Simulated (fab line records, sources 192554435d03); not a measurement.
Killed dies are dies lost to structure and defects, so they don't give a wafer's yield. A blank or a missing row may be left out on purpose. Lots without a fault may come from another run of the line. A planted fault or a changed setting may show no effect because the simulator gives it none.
Chamber matching | flow n5_finfet | N5_BEOL_M6_ETCH_61 on rie_diel-03: 4 sister chambers
The step etches SiARC in CF4, target depth 45.5 nm, time 75.8 s. 24 wafers are shown with their chamber, then 12 later ones without.

WAFERS WITH THEIR CHAMBER
wafer  | chamber | drypump_motor_current_A (A) | throttle_valve_pct (%) | etch_rf_on_time_s (s)
L078.2 | 3       | 6.0                         | 15.40                  | 70.9
L078.4 | 2       | 5.9                         | 15.61                  | 76.0
L078.6 | 3       | 6.0                         | 15.41                  | 71.3
L077.2 | 3       | 6.0                         | 15.41                  | 71.4
L077.3 | 1       | 5.5                         | 15.56                  | 74.6
L077.6 | 1       | 5.5                         | 15.57                  | 74.7
L074.2 | 1       | 5.4                         | 15.58                  | 75.6
L074.4 | 3       | 6.0                         | 15.42                  | 71.6
L074.5 | 0       | 6.1                         | 15.93                  | 77.4
L079.1 | 1       | 5.4                         | 15.58                  | 73.9
L079.2 | 3       | 6.0                         | 15.42                  | 71.9
L079.3 | 2       | 5.9                         | 15.13                  | 74.9
L084.1 | 1       | 5.4                         | 15.60                  | 73.7
L084.2 | 2       | 5.9                         | 15.15                  | 75.6
L084.3 | 3       | 6.0                         | 15.45                  | 71.7
L083.1 | 0       | 6.1                         | 15.95                  | 77.2
L083.3 | 1       | 5.5                         | 15.60                  | 73.9
L083.4 | 2       | 5.9                         | 15.17                  | 75.0
L091.2 | 2       | 5.9                         | 15.18                  | 75.1
L091.4 | 0       | 6.1                         | 15.96                  | 78.9
L091.5 | 1       | 5.4                         | 15.61                  | 75.9
L090.2 | 0       | 6.1                         | 15.97                  | 77.8
L090.5 | 0       | 6.1                         | 15.97                  | 78.1
L090.6 | 3       | 6.0                         | 15.47                  | 72.1

SIGNATURES (means of the wafers above)
reading                 | chamber 0 | chamber 1 | chamber 2 | chamber 3 | scatter within a chamber
drypump_motor_current_A | 6.100     | 5.443     | 5.900     | 6.000     | 0.0293
throttle_valve_pct      | 15.9560   | 15.5857   | 15.2480   | 15.4257   | 0.0928
etch_rf_on_time_s       | 77.880    | 74.614    | 75.320    | 71.557    | 0.636
Rule: a wafer's distance from a chamber is the root of the sum, over the readings, of the square of ((its reading less the chamber's mean) divided by the reading's scatter). The wafer belongs to the nearest chamber; if the next one is less than 2 further off, it can't be placed. The scatter: the root of (the sum of the squares of (reading less its chamber's mean) over the shown wafers, divided by (wafers less chambers)).

WAFERS WITHOUT THEIR CHAMBER
wafer  | drypump_motor_current_A (A) | throttle_valve_pct (%) | etch_rf_on_time_s (s)
L088.3 | 5.9                         | 15.19                  | 75.1
L088.4 | 6.0                         | 15.48                  | 72.0
L088.5 | 5.9                         | 15.19                  | 75.4
L089.2 | 6.1                         | 15.98                  | 79.0
L089.4 | 6.1                         | 15.98                  | 80.0
L089.5 | 6.0                         | 15.49                  | 72.6
L092.2 | 5.4                         | 15.15                  | 74.8
L092.3 | 6.1                         | 16.00                  | 78.1
L092.4 | 5.9                         | 15.20                  | 75.4
L096.1 | 5.9                         | 15.24                  | 74.9
L096.2 | 6.0                         | 15.51                  | 72.1
L096.6 | 5.9                         | 15.22                  | 74.3

WHICH CHAMBER EACH WENT THROUGH
wafer  | from the rows above | in truth
L088.3 | 2                   | 2
L088.4 | 3                   | 3
L088.5 | 2                   | 2
L089.2 | 0                   | 0
L089.4 | 0                   | 0
L089.5 | 3                   | 3
L092.2 | 1                   | 1
L092.3 | 0                   | 0
L092.4 | 2                   | 2
L096.1 | 2                   | 2
L096.2 | 3                   | 3
L096.6 | 2                   | 2
Placed correctly: 12 of 12. Can't be placed from these rows: 0. Placed wrongly: 0.
